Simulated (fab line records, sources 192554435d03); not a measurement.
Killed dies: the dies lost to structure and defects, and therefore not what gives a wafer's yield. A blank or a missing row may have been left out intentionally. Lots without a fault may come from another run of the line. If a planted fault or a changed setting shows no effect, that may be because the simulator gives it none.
Chamber matching + flow n5Finfet + N5_FIN_CUT_ETCH_20 on rieDiel-02 has 4 sister chambers
The step etches SiARC in CF4, target depth 26 nm, time 43.3 s. 8 wafers are shown with their chamber, then 11 later ones without.

## EACH WAFER AND ITS CHAMBER
| wafer  | chamber | drypumpMotorCurrentA (A) | showerheadPlenumPTorr (Torr) |
|--------|---------|--------------------------|------------------------------|
| L087.3 | 1       | 5.6                      | 2.06                         |
| L087.4 | 2       | 6.1                      | 2.10                         |
| L087.5 | 2       | 6.0                      | 2.10                         |
| L087.6 | 1       | 5.6                      | 2.05                         |
| L088.1 | 3       | 5.9                      | 2.06                         |
| L088.2 | 0       | 4.8                      | 2.20                         |
| L088.3 | 3       | 5.9                      | 2.06                         |
| L088.4 | 0       | 4.8                      | 2.20                         |

## WAFERS WITHOUT THEIR CHAMBER
| wafer  | drypumpMotorCurrentA (A) | showerheadPlenumPTorr (Torr) |
|--------|--------------------------|------------------------------|
| L088.5 | 4.8                      | 2.20                         |
| L088.6 | 5.9                      | 2.06                         |
| L093.1 | 4.8                      | 2.19                         |
| L093.3 | 6.0                      | 2.09                         |
| L093.5 | 6.0                      | 2.09                         |
| L095.1 | 5.6                      | 2.05                         |
| L095.2 | 5.9                      | 2.05                         |
| L095.4 | 6.0                      | 2.09                         |
| L096.1 | 4.8                      | 2.19                         |
| L096.2 | 5.6                      | 2.05                         |
| L096.3 | 5.9                      | 2.05                         |

## EACH ONE'S CHAMBER
| wafer  | from the rows above | in truth |
|--------|---------------------|----------|
| L088.5 | 0                   | 0        |
| L088.6 | 3                   | 3        |
| L093.1 | 0                   | 0        |
| L093.3 | 2                   | 2        |
| L093.5 | 2                   | 2        |
| L095.1 | 1                   | 1        |
| L095.2 | 3                   | 3        |
| L095.4 | 2                   | 2        |
| L096.1 | 0                   | 0        |
| L096.2 | 1                   | 1        |
| L096.3 | 3                   | 3        |
11 of 11 placed correctly. Not placeable from these rows: 0. Number placed wrongly: 0.
How it was worked out, from the rows above alone: a wafer's distance from a chamber is the root of the sum, over the readings, of the square of ((its reading less the chamber's mean) divided by the reading's scatter). If the next closest chamber is less than 2 further off than the closest, the wafer can't be placed; otherwise it belongs to the closest. Each chamber's mean is taken over the wafers shown for it. How the scatter is found: for the shown wafers, subtract from each reading the mean of its chamber, square and add these, divide the total by (wafers less chambers), then take the root.
